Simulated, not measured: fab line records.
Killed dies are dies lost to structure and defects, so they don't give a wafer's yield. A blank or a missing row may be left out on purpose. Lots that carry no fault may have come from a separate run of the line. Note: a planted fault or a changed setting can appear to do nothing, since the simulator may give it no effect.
fab line records + flow n5Finfet
record
- lots=7
- wafers=21
route steps=1938 shown DUMMY_GATE@222 SD_EPI_P@295 SDB@373 HKMG_FIN@427 GATE_CUT@490
startH: hours from the record's opening day to when the first of the lot's shown wafers began + waitH: time in hours since the lot's previous step + " unchanged from the row above + L1.1+2: a single row standing in for several wafers + - no value, or no start given + * or withheld: withheld + < > ~ a bound
route shown NAME@n: names a module that has steps shown in the file, with the first one's number in the route + usual: mean/standard deviation taken from wafers without a fault + same: alike in all rows + chamber/n: place in a boat + sites: each site's reading + _std_site: the standard deviation of these + _edge_site: the outer-site mean with the inner-site mean subtracted + radiusMm: for every site, how far away it sits from the centre of the wafer + mask NAME#n: copy n + behind: the most recent tool/chamber to have shaped the wafer + hold: reason for holding the lot/hours on hold/outcome of the hold + device: the transistor (n, p or np) that didn't switch + end of line: tests of these same wafers at the route's end + step lacking rows: just its recipe + killed: count of dies lost to structure and defects at first sort (not the wafer's yield) + map: a wafer's dies, marking killed ones x, the rest . and places with no die _
set.NAME: the setting the step ran with; set.NAME@STEP: the setting that earlier step ran with + model.NAME: the simulator's own value behind a step, which no gauge read
lots with deliberately changed settings; one table per step, one row per wafer
## steps
# step N5_DUMMY_GATE_COAT_34
# recipe
- resist=SOC
- tempC=250
- timeS=60
- spinRpm=1500
- resistThkNm=60
| lot.wafer | tool          | chamber | startH | waitH | set.spinRpm | model.SOC_of_DUMMY_GATE_COAT_34.thkNm |
|-----------|---------------|---------|--------|-------|-------------|---------------------------------------|
| L074.1    | lithoTrack-02 | 0       | 45.78  | 0.1   | 1500        | 60                                    |
| L074.4+5  | "             | 0       | "      | "     | 1577        | 58.4                                  |
| L075.3+4  | lithoTrack-02 | 0       | 51.41  | 0.0   | 1500        | 59.8                                  |
| L075.5    | "             | 0       | "      | "     | 1500        | 60                                    |
| L076.3+4  | lithoTrack-02 | 0       | 57.68  | 0.0   | 1500        | 59.8                                  |
| L076.6    | "             | 0       | "      | "     | 1623        | 57.6                                  |
| L078.2    | lithoTrack-04 | 0       | 72.92  | 0.0   | 1641        | 57.4                                  |
| L078.5    | "             | 0       | "      | "     | 1500        | 60.2                                  |
| L078.6    | "             | 0       | "      | "     | 1500        | 60.4                                  |
| L089.1+4  | lithoTrack-02 | 0       | 134.79 | 0.0   | 1500        | 59.6                                  |
| L089.3    | "             | 0       | "      | "     | 1353        | 62.6                                  |
| L091.2    | lithoTrack-05 | 0       | 149.00 | 0.0   | 1500        | 60.4                                  |
| L091.3    | "             | 0       | "      | "     | 1500        | 60.2                                  |
| L091.4    | "             | 0       | "      | "     | 1500        | 60                                    |
| L092.1    | lithoTrack-02 | 0       | 154.19 | 0.0   | 1385        | 62                                    |
| L092.2    | "             | 0       | "      | "     | 1385        | 62.2                                  |
| L092.4    | "             | 0       | "      | "     | 1500        | 59.6                                  |
# step N5_DUMMY_GATE_COAT_35
# recipe
- resist=SiARC
- tempC=220
- timeS=60
- spinRpm=1500
- resistThkNm=10
# step N5_DUMMY_GATE_COAT_28
# recipe
- resist=underlayer
- tempC=205
- timeS=60
- spinRpm=1500
- resistThkNm=10
# step N5_DUMMY_GATE_ETCH_29
# recipe
- chemistry=N2/H2
- target=underlayer
- targetDepthA=130
- ionEnergyEv=200
- pressureMtorr=30
- sourceW=840
- biasW=150
- n2FlowSccm=200
- h2FlowSccm=200
# step N5_DUMMY_GATE_ETCH_36
# recipe
- chemistry=CF4
- target=SiARC
- targetDepthA=130
- pressureMtorr=40
- sourceW=545
- biasW=36
- Ar_flow_sccm=100
- cf4FlowSccm=100
- ionEnergyEv=80
# step N5_DUMMY_GATE_ETCH_37
# recipe
- chemistry=N2/H2
- target=SOC
- targetDepthA=600
- overetchA=300
- tempC=40
- ionEnergyEv=200
- pressureMtorr=30
- sourceW=840
- biasW=150
- n2FlowSccm=200
- h2FlowSccm=200
| lot.wafer | tool       | chamber | startH | waitH | set.spinRpm@DUMMY_GATE_COAT_34 | model.etch.depthNm |
|-----------|------------|---------|--------|-------|--------------------------------|--------------------|
| L074.1    | rieDiel-02 | 2       | 46.44  | 0.0   | 1500                           | 60.01              |
| L074.4    | "          | 0       | "      | "     | 1577                           | 58.44              |
| L074.5    | "          | 2       | "      | "     | 1577                           | 58.4               |
| L075.3    | rieDiel-02 | 3       | 52.08  | 0.0   | 1500                           | 59.89              |
| L075.4    | "          | 2       | "      | "     | 1500                           | 59.82              |
| L075.5    | "          | 0       | "      | "     | 1500                           | 59.93              |
| L076.3    | rieDiel-06 | 2       | 58.22  | 0.0   | 1500                           | 59.9               |
| L076.4    | "          | 0       | "      | "     | 1500                           | 59.82              |
| L076.6    | "          | 2       | "      | "     | 1623                           | 57.53              |
| L078.2    | rieDiel-06 | 3       | 73.46  | 0.0   | 1641                           | 57.41              |
| L078.5    | "          | 2       | "      | "     | 1500                           | 60.19              |
| L078.6    | "          | 0       | "      | "     | 1500                           | 60.41              |
| L089.1    | rieDiel-06 | 0       | 135.40 | 0.0   | 1500                           | 59.58              |
| L089.3    | "          | 2       | "      | "     | 1353                           | 62.6               |
| L089.4    | "          | 1       | "      | "     | 1500                           | 59.67              |
| L091.2    | rieDiel-02 | 2       | 149.57 | 0.0   | 1500                           | 60.41              |
| L091.3    | "          | 1       | "      | "     | 1500                           | 60.25              |
| L091.4    | "          | 3       | "      | "     | 1500                           | 60.09              |
| L092.1    | rieDiel-05 | 3       | 154.73 | 0.0   | 1385                           | 62.02              |
| L092.2    | "          | 2       | "      | "     | 1385                           | 62.2               |
| L092.4    | "          | 1       | "      | "     | 1500                           | 59.63              |
# step N5_DUMMY_GATE_STRIP_38
# recipe
- chemistry=N2/H2
- tempC=40
- n2FlowSccm=200
- h2FlowSccm=200
- rfFrequencyHz=6e+07
# step N5_DUMMY_GATE_STRIP_39
# recipe
- chemistry=N2/H2
- tempC=40
- n2FlowSccm=200
- h2FlowSccm=200
- rfFrequencyHz=6e+07
# step N5_DUMMY_GATE_STRIP_40
# recipe
- chemistry=CF4
- resist=SiARC
- powerW=300
- biasPowerW=75
- pressureMtorr=50
- cf4FlowSccm=150
- rfFrequencyHz=6e+07
# step N5_DUMMY_GATE_ETCH_31
# recipe
- chemistry=C4F6/O2
- target=SiO2
- maskMaterial=SOC
- targetDepthA=825
- timeS=27.5
- ionEnergyEv=250
- pressureMtorr=30
- sourceW=345
- biasW=185
- Ar_flow_sccm=300
- C4F6_flow_sccm=10
- O2_flow_sccm=10
| lot.wafer | tool       | chamber | startH | waitH | set.spinRpm@DUMMY_GATE_COAT_34 | model.SOC_of_DUMMY_GATE_COAT_34.thkNm |
|-----------|------------|---------|--------|-------|--------------------------------|---------------------------------------|
| L074.1    | rieDiel-02 | 2       | 46.72  | 0.0   | 1500                           | 51.8                                  |
| L074.4    | "          | 0       | "      | "     | 1577                           | 50                                    |
| L074.5    | "          | 3       | "      | "     | 1577                           | 50.2                                  |
| L075.3+5  | rieDiel-02 | 3,2     | 52.36  | 0.0   | 1500                           | 51.8                                  |
| L075.4    | "          | 2       | "      | "     | 1500                           | 51.6                                  |
| L076.3    | rieDiel-05 | 2       | 58.49  | 0.0   | 1500                           | 51.4                                  |
| L076.4    | "          | 0       | "      | "     | 1500                           | 51.6                                  |
| L076.6    | "          | 2       | "      | "     | 1623                           | 49                                    |
| L078.2    | rieDiel-06 | 0       | 73.74  | 0.0   | 1641                           | 49.6                                  |
| L078.5+6  | "          | 0,2     | "      | "     | 1500                           | 52.4                                  |
| L089.1    | rieDiel-06 | 0       | 135.83 | 0.1   | 1500                           | 51.6                                  |
| L089.3    | "          | 1       | "      | "     | 1353                           | 54.4                                  |
| L089.4    | "          | 3       | "      | "     | 1500                           | 51.2                                  |
| L091.2    | rieDiel-05 | 3       | 150.04 | 0.0   | 1500                           | 52.4                                  |
| L091.3    | "          | 0       | "      | "     | 1500                           | 52                                    |
| L091.4    | "          | 2       | "      | "     | 1500                           | 51.6                                  |
| L092.1+2  | rieDiel-05 | 1,0     | 155.14 | 0.0   | 1385                           | 54.2                                  |
| L092.4    | "          | 3       | "      | "     | 1500                           | 51.6                                  |
# step N5_DUMMY_GATE_STRIP_41
# recipe
- chemistry=O2
- powerW=400
- tempC=40
- pressureMtorr=30
- rfFrequencyHz=6e+07
- biasPowerW=0
- overashFraction=0.3
- o2FlowSccm=225
# step N5_DUMMY_GATE_HM_OPEN_21
# recipe
- chemistry=CH3F/O2
- target=SiNx
- targetDepthA=1200
- Ar_flow_sccm=150
- CH3F_flow_sccm=30
- O2_flow_sccm=23
- timeS=171.4
- pressureMtorr=30
- sourceW=395
- biasW=73
- ionEnergyEv=120.7
| lot.wafer | tool       | chamber | startH | waitH | set.timeS@DUMMY_GATE_PECVD_30 | model.SiO2_of_DUMMY_GATE_PECVD_30.thkNm |
|-----------|------------|---------|--------|-------|-------------------------------|-----------------------------------------|
| L074.1    | rieDiel-02 | 2       | 46.81  | 0.0   | 10.34                         | 43.2                                    |
| L074.4    | "          | 0       | "      | "     | 10.8                          | 45.2                                    |
| L074.5    | "          | 3       | "      | "     | 10.34                         | 44.6                                    |
| L075.3    | rieDiel-02 | 3       | 52.44  | 0.0   | 10.8                          | 46.2                                    |
| L075.4    | "          | 2       | "      | "     | 10.8                          | 46.6                                    |
| L075.5    | "          | 2       | "      | "     | 10.8                          | 46                                      |
| L076.3    | rieDiel-05 | 2       | 58.58  | 0.0   | 10.8                          | 45.2                                    |
| L076.4    | "          | 0       | "      | "     | 9.87                          | 40.6                                    |
| L076.6    | "          | 2       | "      | "     | 9.87                          | 41.8                                    |
| L078.2    | rieDiel-06 | 0       | 73.83  | 0.0   | 10.19                         | 40.8                                    |
| L078.5    | "          | 0       | "      | "     | 10.19                         | 42.6                                    |
| L078.6    | "          | 2       | "      | "     | 10.8                          | 46.2                                    |
| L089.1    | rieDiel-06 | 0       | 135.92 | 0.0   | 10.8                          | 45.4                                    |
| L089.3    | "          | 1       | "      | "     | 10.09                         | 39.8                                    |
| L089.4    | "          | 3       | "      | "     | 10.09                         | 41                                      |
| L091.2    | rieDiel-05 | 3       | 150.12 | 0.0   | 10.8                          | 46.2                                    |
| L091.3+4  | "          | 0,2     | "      | "     | 10.8                          | 45.8                                    |
| L092.1    | rieDiel-05 | 1       | 155.22 | 0.0   | 10.8                          | 43.8                                    |
| L092.2    | "          | 0       | "      | "     | 11.8                          | 50.2                                    |
| L092.4    | "          | 3       | "      | "     | 10.8                          | 45                                      |
# step N5_DUMMY_GATE_ETCH_32
# recipe
- chemistry=CF4
- target=SiO2
- targetDepthA=35
- timeS=3.9
- ionEnergyEv=350
- pressureMtorr=10
- icpW=800
- biasW=400
- cf4FlowSccm=80
| lot.wafer | tool     | chamber | startH | waitH | set.timeS@DUMMY_GATE_PECVD_30 | model.SiO2_of_DUMMY_GATE_PECVD_30.thkNm |
|-----------|----------|---------|--------|-------|-------------------------------|-----------------------------------------|
| L074.1    | rieSi-02 | 1       | 46.97  | 0.1   | 10.34                         | 39.6                                    |
| L074.4    | "        | 3       | "      | "     | 10.8                          | 41.8                                    |
| L074.5    | "        | 2       | "      | "     | 10.34                         | 41.2                                    |
| L075.3    | rieSi-05 | 2       | 52.60  | 0.1   | 10.8                          | 42.4                                    |
| L075.4    | "        | 1       | "      | "     | 10.8                          | 43.2                                    |
| L075.5    | "        | 0       | "      | "     | 10.8                          | 42.8                                    |
| L076.3    | rieSi-04 | 2       | 58.74  | 0.1   | 10.8                          | 41.8                                    |
| L076.4    | "        | 0       | "      | "     | 9.87                          | 37.4                                    |
| L076.6    | "        | 3       | "      | "     | 9.87                          | 38.4                                    |
| L078.2    | rieSi-02 | 0       | 73.99  | 0.1   | 10.19                         | 37.4                                    |
| L078.5    | "        | 2       | "      | "     | 10.19                         | 39.2                                    |
| L078.6    | "        | 1       | "      | "     | 10.8                          | 42.4                                    |
| L089.1    | rieSi-02 | 2       | 136.08 | 0.1   | 10.8                          | 42                                      |
| L089.3    | "        | 1       | "      | "     | 10.09                         | 36                                      |
| L089.4    | "        | 3       | "      | "     | 10.09                         | 37.4                                    |
| L091.2    | rieSi-02 | 0       | 150.28 | 0.1   | 10.8                          | 42.8                                    |
| L091.3+4  | "        | 1,2     | "      | "     | 10.8                          | 42.2                                    |
| L092.1    | rieSi-05 | 1       | 155.38 | 0.1   | 10.8                          | 40.6                                    |
| L092.2    | "        | 2       | "      | "     | 11.8                          | 46.4                                    |
| L092.4    | "        | 3       | "      | "     | 10.8                          | 41.4                                    |
# step N5_DUMMY_GATE_ETCH_23
# recipe
- chemistry=HBr/Cl2/O2
- HBr_flow_sccm=150
- Cl2_flow_sccm=80
- O2_flow_sccm=12
- biasW=102
- targetDepthA=410
- timeS=22.3
- target=poly-Si
- maskMaterial=SiO2
- pressureMtorr=10
- icpW=800
| lot.wafer | tool     | chamber | startH | waitH | set.timeS@DUMMY_GATE_PECVD_30 | model.SiO2_of_DUMMY_GATE_PECVD_30.thkNm |
|-----------|----------|---------|--------|-------|-------------------------------|-----------------------------------------|
| L074.1    | rieSi-02 | 1       | 47.00  | 0.0   | 10.34                         | 37                                      |
| L074.4    | "        | 3       | "      | "     | 10.8                          | 39.4                                    |
| L074.5    | "        | 2       | "      | "     | 10.34                         | 38.6                                    |
| L075.3    | rieSi-05 | 2       | 52.64  | 0.0   | 10.8                          | 39.8                                    |
| L075.4    | "        | 1       | "      | "     | 10.8                          | 40.8                                    |
| L075.5    | "        | 0       | "      | "     | 10.8                          | 40.4                                    |
| L076.3    | rieSi-04 | 2       | 58.77  | 0.0   | 10.8                          | 39.4                                    |
| L076.4    | "        | 0       | "      | "     | 9.87                          | 34.8                                    |
| L076.6    | "        | 3       | "      | "     | 9.87                          | 36                                      |
| L078.2    | rieSi-02 | 0       | 74.02  | 0.0   | 10.19                         | 34.8                                    |
| L078.5    | "        | 2       | "      | "     | 10.19                         | 36.6                                    |
| L078.6    | "        | 1       | "      | "     | 10.8                          | 39.8                                    |
| L089.1    | rieSi-02 | 2       | 136.11 | 0.0   | 10.8                          | 39.4                                    |
| L089.3    | "        | 1       | "      | "     | 10.09                         | 33.4                                    |
| L089.4    | "        | 3       | "      | "     | 10.09                         | 35                                      |
| L091.2    | rieSi-02 | 0       | 150.32 | 0.0   | 10.8                          | 40.2                                    |
| L091.3    | "        | 1       | "      | "     | 10.8                          | 39.6                                    |
| L091.4    | "        | 2       | "      | "     | 10.8                          | 39.8                                    |
| L092.1    | rieSi-05 | 1       | 155.42 | 0.0   | 10.8                          | 38                                      |
| L092.2    | "        | 2       | "      | "     | 11.8                          | 43.8                                    |
| L092.4    | "        | 3       | "      | "     | 10.8                          | 38.8                                    |
# step N5_SD_EPI_P_COAT_34
# recipe
- resist=SOC
- tempC=250
- timeS=60
- spinRpm=1500
- resistThkNm=350
| lot.wafer | tool          | chamber | startH | waitH | set.spinRpm | model.SOC_of_SD_EPI_P_COAT_34.thkNm |
|-----------|---------------|---------|--------|-------|-------------|-------------------------------------|
| L074.1    | lithoTrack-01 | 0       | 52.67  | 0.0   | 1500        | 347.4                               |
| L074.4+5  | "             | 0       | "      | "     | 1617        | 334.4                               |
| L075.3    | lithoTrack-02 | 0       | 58.36  | 0.0   | 1368        | 363.8                               |
| L075.4    | "             | 0       | "      | "     | 1500        | 347.8                               |
| L075.5    | "             | 0       | "      | "     | 1500        | 348.2                               |
| L076.3    | lithoTrack-05 | 0       | 65.38  | 0.0   | 1500        | 351.4                               |
| L076.4    | "             | 0       | "      | "     | 1500        | 351.2                               |
| L076.6    | "             | 0       | "      | "     | 1651        | 334.8                               |
| L078.2    | lithoTrack-02 | 0       | 79.41  | 0.0   | 1571        | 340.8                               |
| L078.5    | "             | 0       | "      | "     | 1571        | 341.4                               |
| L078.6    | "             | 0       | "      | "     | 1500        | 348.8                               |
| L089.1    | lithoTrack-02 | 0       | 142.19 | 0.0   | 1500        | 349.4                               |
| L089.3    | "             | 0       | "      | "     | 1360        | 366                                 |
| L089.4    | "             | 0       | "      | "     | 1500        | 348.6                               |
| L091.2+4  | lithoTrack-02 | 0       | 155.87 | 0.0   | 1500        | 350                                 |
| L091.3    | "             | 0       | "      | "     | 1500        | 349.8                               |
| L092.1    | lithoTrack-02 | 0       | 161.92 | 0.0   | 1500        | 349                                 |
| L092.2    | "             | 0       | "      | "     | 1340        | 368.8                               |
| L092.4    | "             | 0       | "      | "     | 1500        | 348.2                               |
# step N5_SDB_ALD_29
# recipe
- material=SiNx
- targetThkA=300
- tempC=400
- aldPrecursorFamily=SiH2I2
- aldCoReactant=N2/H2-plasma
- pulseTimeS=1
- aldCycles=600
- purgeTimeS=2
- coReactantPurgeTimeS=2
- pressureTorr=2
| lot.wafer  | tool      | chamber | startH | waitH | set.aldCycles | model.SiNx_of_SDB_ALD_29.thkNm |
|------------|-----------|---------|--------|-------|---------------|--------------------------------|
| L074.1     | aldSin-01 | 2       | 65.14  | 0.0   | 600           | 30.4                           |
| L074.4     | "         | 3       | "      | "     | 600           | 30                             |
| L074.5     | "         | 0       | 66.49  | 1.4   | 600           | 30.2                           |
| L075.3+5   | aldSin-01 | 1,2     | 71.05  | 0.0   | 522           | 26                             |
| L075.4     | "         | 0       | "      | "     | 600           | 30                             |
| L076.3+4+6 | aldSin-01 | 2,3,3   | 78.11  | 0.0   | 600           | 30.2                           |
| L078.2     | aldSin-01 | 1       | 92.01  | 0.0   | 676           | 34                             |
| L078.5     | "         | 1       | 93.37  | 1.4   | 600           | 30.2                           |
| L078.6     | "         | 0       | "      | "     | 676           | 33.6                           |
| L089.1     | aldSin-01 | 1       | 155.27 | 0.0   | 688           | 34.2                           |
| L089.3     | "         | 3       | "      | "     | 688           | 34.4                           |
| L089.4     | "         | 0       | "      | "     | 600           | 29.6                           |
| L091.2     | aldSin-01 | 0       | 168.46 | 0.0   | 600           | 29.6                           |
| L091.3+4   | "         | 1,3     | "      | "     | 600           | 30                             |
| L092.1     | aldSin-02 | 1       | 175.74 | 0.0   | 600           | 29.6                           |
| L092.2+4   | "         | 0       | "      | "     | 600           | 29.8                           |
# step N5_HKMG_FIN_EXPOSE_09
# recipe
- maskId=NWFM
- na=1.35
- sourceShape=conventional
- sigmaOuter=0.8
- polarization=unpolarized
- doseMj=39.25
| lot.wafer  | tool           | chamber | startH | waitH | mask   | set.doseMj |
|------------|----------------|---------|--------|-------|--------|------------|
| L074.1+4   | arfiScanner-01 | 0       | 73.06  | -     | NWFM#0 | 37.31      |
| L074.5     | "              | 0       | "      | "     | NWFM#0 | 39.25      |
| L075.3+4   | arfiScanner-02 | 0       | 78.99  | -     | NWFM#0 | 39.25      |
| L075.5     | "              | 0       | "      | "     | NWFM#0 | 36.77      |
| L076.3     | arfiScanner-01 | 0       | 86.05  | -     | NWFM#0 | 38.42      |
| L076.4+6   | "              | 0       | "      | "     | NWFM#0 | 39.25      |
| L078.2     | arfiScanner-02 | 0       | 99.85  | -     | NWFM#0 | 38.23      |
| L078.5+6   | "              | 0       | "      | "     | NWFM#0 | 39.25      |
| L089.1+3   | arfiScanner-03 | 0       | 163.45 | -     | NWFM#0 | 39.25      |
| L089.4     | "              | 0       | "      | "     | NWFM#0 | 40.8       |
| L091.2+3+4 | arfiScanner-01 | 0       | 176.55 | -     | NWFM#0 | 39.25      |
| L092.1+2   | arfiScanner-02 | 0       | 183.87 | -     | NWFM#0 | 39.25      |
| L092.4     | "              | 0       | "      | "     | NWFM#0 | 40.45      |
# step N5_HKMG_FIN_PEB_10
# recipe
- pebTempC=withheld
- pebTimeS=60
- resist=CAR-ArF
# step N5_HKMG_FIN_DEVELOP_11
# recipe
- developTimeS=30
- developer=TMAH
- resist=CAR-ArF
- devTempC=23
- rinseLiquid=diw
- dry=airSpin
# step N5_HKMG_FIN_CD_MEAS_12
# recipe
- targetCdNm=92.8
- landingEnergyEv=500
- detector=seInlens
# usual
- cdNm=92.9/0.71
| lot.wafer | tool     | chamber | startH | waitH | set.doseMj@HKMG_FIN_EXPOSE_09 | cdNm |
|-----------|----------|---------|--------|-------|-------------------------------|------|
| L074.1    | cdSem-03 | 0       | 73.19  | -     | 37.31                         | 89.7 |
| L074.4    | "        | 0       | "      | "     | 37.31                         | 90.2 |
| L074.5    | "        | 0       | "      | "     | 39.25                         | 92.8 |
| L075.3    | cdSem-02 | 0       | 79.11  | -     | 39.25                         | 93.0 |
| L075.4    | "        | 0       | "      | "     | 39.25                         | 93.3 |
| L075.5    | "        | 0       | "      | "     | 36.77                         | 89.0 |
| L076.3    | cdSem-02 | 0       | 86.16  | -     | 38.42                         | 91.0 |
| L076.4    | "        | 0       | "      | "     | 39.25                         | 93.2 |
| L076.6    | "        | 0       | "      | "     | 39.25                         | 92.9 |
| L078.2    | cdSem-01 | 0       | 99.97  | -     | 38.23                         | 91.2 |
| L078.5    | "        | 0       | "      | "     | 39.25                         | 91.5 |
| L078.6    | "        | 0       | "      | "     | 39.25                         | 92.6 |
| L089.1    | cdSem-02 | 0       | 163.58 | -     | 39.25                         | 92.8 |
| L089.3    | "        | 0       | "      | "     | 39.25                         | 91.7 |
| L089.4    | "        | 0       | "      | "     | 40.8                          | 94.6 |
| L091.2    | cdSem-03 | 0       | 176.67 | -     | 39.25                         | 92.6 |
| L091.3    | "        | 0       | "      | "     | 39.25                         | 92.8 |
| L091.4    | "        | 0       | "      | "     | 39.25                         | 93.6 |
| L092.1    | cdSem-03 | 0       | 184.00 | -     | 39.25                         | 92.5 |
| L092.2    | "        | 0       | "      | "     | 39.25                         | 92.6 |
| L092.4    | "        | 0       | "      | "     | 40.45                         | 95.7 |
# step N5_GATE_CUT_DESCUM_18
# recipe
- chemistry=O2
- timeS=7
- sourcePowerW=50
- biasPowerW=20
- pressureMtorr=20
- rfFrequencyHz=2.712e+07
- tempC=40
- resist=CAR-EUV
- o2FlowSccm=225
| lot.wafer  | tool       | chamber | startH | waitH | set.timeS | model.CAR-EUV_of_GATE_CUT_COAT_07.thkNm |
|------------|------------|---------|--------|-------|-----------|-----------------------------------------|
| L074.1+4   | rieDiel-05 | 3,2     | 81.64  | 0.0   | 5.855     | 26.6                                    |
| L074.5     | "          | 3       | "      | "     | 7         | 26                                      |
| L075.3+4+5 | rieDiel-02 | 0,2,2   | 87.49  | 0.1   | 7         | 26.2                                    |
| L076.3+4   | rieDiel-05 | 2,3     | 94.34  | 0.0   | 7         | 25.8                                    |
| L076.6     | "          | 1       | "      | "     | 7         | 26                                      |
| L078.2+5+6 | rieDiel-02 | 0,1,0   | 108.18 | 0.0   | 7         | 26                                      |
| L089.1+4   | rieDiel-05 | 3,1     | 173.27 | 1.3   | 7         | 26.2                                    |
| L089.3     | "          | 0       | "      | "     | 6.041     | 26.8                                    |
| L091.2     | rieDiel-05 | 2       | 186.12 | 0.5   | 7         | 26                                      |
| L091.3+4   | "          | 1,2     | "      | "     | 7         | 26.2                                    |
| L092.1+2+4 | rieDiel-05 | 2,3,1   | 192.76 | 0.1   | 7         | 26                                      |
# step N5_GATE_CUT_ETCH_28
# recipe
- chemistry=N2/H2
- target=underlayer
- targetDepthA=130
- maskMaterial=CAR-EUV
- timeS=10.4
- ionEnergyEv=200
- pressureMtorr=30
- sourceW=840
- biasW=150
- n2FlowSccm=200
- h2FlowSccm=200
- ends=cleared
| lot.wafer  | tool       | chamber | startH | waitH | set.timeS@GATE_CUT_DESCUM_18 | model.CAR-EUV_of_GATE_CUT_COAT_07.thkNm |
|------------|------------|---------|--------|-------|------------------------------|-----------------------------------------|
| L074.1+4   | rieDiel-05 | 3,2     | 81.67  | 0.0   | 5.855                        | 15.2                                    |
| L074.5     | "          | 3       | "      | "     | 7                            | 14.6                                    |
| L075.3+5   | rieDiel-02 | 0,2     | 87.52  | 0.0   | 7                            | 14.8                                    |
| L075.4     | "          | 2       | "      | "     | 7                            | 14.6                                    |
| L076.3+4+6 | rieDiel-05 | 2,3,1   | 94.38  | 0.0   | 7                            | 14.4                                    |
| L078.2+5+6 | rieDiel-02 | 0,1,0   | 108.21 | 0.0   | 7                            | 14.6                                    |
| L089.1     | rieDiel-05 | 3       | 173.31 | 0.0   | 7                            | 14.8                                    |
| L089.3     | "          | 0       | "      | "     | 6.041                        | 15.6                                    |
| L089.4     | "          | 1       | "      | "     | 7                            | 14.6                                    |
| L091.2+3+4 | rieDiel-05 | 2,1,2   | 186.15 | 0.0   | 7                            | 14.6                                    |
| L092.1+2   | rieDiel-05 | 2,3     | 192.80 | 0.0   | 7                            | 14.6                                    |
| L092.4     | "          | 1       | "      | "     | 7                            | 14.4                                    |
# step N5_GATE_CUT_ETCH_36
# recipe
- chemistry=CF4
- target=SiARC
- targetDepthA=130
- maskMaterial=CAR-EUV
- timeS=21.7
- ionEnergyEv=80
- pressureMtorr=40
- sourceW=545
- biasW=36
- Ar_flow_sccm=100
- cf4FlowSccm=100
- ends=cleared
| lot.wafer | tool       | chamber | startH | waitH | set.cf4FlowSccm | set.timeS@GATE_CUT_DESCUM_18 | model.CAR-EUV_of_GATE_CUT_COAT_07.thkNm |
|-----------|------------|---------|--------|-------|-----------------|------------------------------|-----------------------------------------|
| L074.1    | rieDiel-05 | 3       | 81.69  | 0.0   | 116.2           | 5.855                        | 7.6                                     |
| L074.4    | "          | 2       | "      | "     | 116.2           | 5.855                        | 7.4                                     |
| L074.5    | "          | 3       | "      | "     | 116.2           | 7                            | 6.8                                     |
| L075.3    | rieDiel-02 | 0       | 87.54  | 0.0   | 100             | 7                            | 7                                       |
| L075.4    | "          | 2       | "      | "     | 84.64           | 7                            | 7                                       |
| L075.5    | "          | 2       | "      | "     | 100             | 7                            | 7.2                                     |
| L076.3+6  | rieDiel-05 | 2,1     | 94.40  | 0.0   | 100             | 7                            | 6.8                                     |
| L076.4    | "          | 3       | "      | "     | 93.32           | 7                            | 6.8                                     |
| L078.2    | rieDiel-02 | 0       | 108.23 | 0.0   | 116             | 7                            | 7                                       |
| L078.5+6  | "          | 1,0     | "      | "     | 100             | 7                            | 7                                       |
| L089.1    | rieDiel-05 | 3       | 173.33 | 0.0   | 100             | 7                            | 7.2                                     |
| L089.3    | "          | 0       | "      | "     | 100             | 6.041                        | 8                                       |
| L089.4    | "          | 1       | "      | "     | 91.48           | 7                            | 7                                       |
| L091.2+4  | rieDiel-05 | 2       | 186.17 | 0.0   | 100             | 7                            | 7                                       |
| L091.3    | "          | 1       | "      | "     | 100             | 7                            | 6.8                                     |
| L092.1    | rieDiel-05 | 2       | 192.82 | 0.0   | 100             | 7                            | 6.8                                     |
| L092.2    | "          | 3       | "      | "     | 87.38           | 7                            | 7                                       |
| L092.4    | "          | 1       | "      | "     | 87.38           | 7                            | 6.8                                     |
## key
split
- step=N5_DUMMY_GATE_COAT_34
- setting=spinRpm
- stated=1500
- by=wafer
response
- step=N5_DUMMY_GATE_COAT_34
- reading=model.SOC_of_DUMMY_GATE_COAT_34.thkNm
- change=-0.303
- per=1%
- r=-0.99
response
- step=N5_DUMMY_GATE_ETCH_37
- reading=model.etch.depthNm
- change=-0.305
- per=1%
- r=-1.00
response
- step=N5_DUMMY_GATE_ETCH_31
- reading=model.SOC_of_DUMMY_GATE_COAT_34.thkNm
- change=-0.311
- per=1%
- r=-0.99
split
- step=N5_SD_EPI_P_COAT_34
- setting=spinRpm
- stated=1500
- by=wafer
response
- step=N5_SD_EPI_P_COAT_34
- reading=model.SOC_of_SD_EPI_P_COAT_34.thkNm
- change=-1.77
- per=1%
- r=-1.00
split
- step=N5_SDB_ALD_29
- setting=aldCycles
- stated=600
- by=wafer
response
- step=N5_SDB_ALD_29
- reading=model.SiNx_of_SDB_ALD_29.thkNm
- change=+0.306
- per=1%
- r=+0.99
split
- step=N5_HKMG_FIN_EXPOSE_09
- setting=doseMj
- stated=39.25
- by=wafer
response
- step=N5_HKMG_FIN_CD_MEAS_12
- reading=cdNm
- change=+0.656
- per=1%
- r=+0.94
split
- step=N5_GATE_CUT_DESCUM_18
- setting=timeS
- stated=7
- by=wafer
response
- step=N5_GATE_CUT_DESCUM_18
- reading=model.CAR-EUV_of_GATE_CUT_COAT_07.thkNm
- change=-0.0396
- per=1%
- r=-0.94
response
- step=N5_GATE_CUT_ETCH_28
- reading=model.CAR-EUV_of_GATE_CUT_COAT_07.thkNm
- change=-0.0486
- per=1%
- r=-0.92
response
- step=N5_GATE_CUT_ETCH_36
- reading=model.CAR-EUV_of_GATE_CUT_COAT_07.thkNm
- change=-0.0522
- per=1%
- r=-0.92
split
- step=N5_GATE_CUT_ETCH_36
- setting=cf4FlowSccm
- stated=100
- by=wafer
response none clear
split outsideThisFile step=N5_DUMMY_GATE_PECVD_30 setting=timeS
# split outsideThisFile: this setting was split too, and the file shows its column; the key of that split is in another file
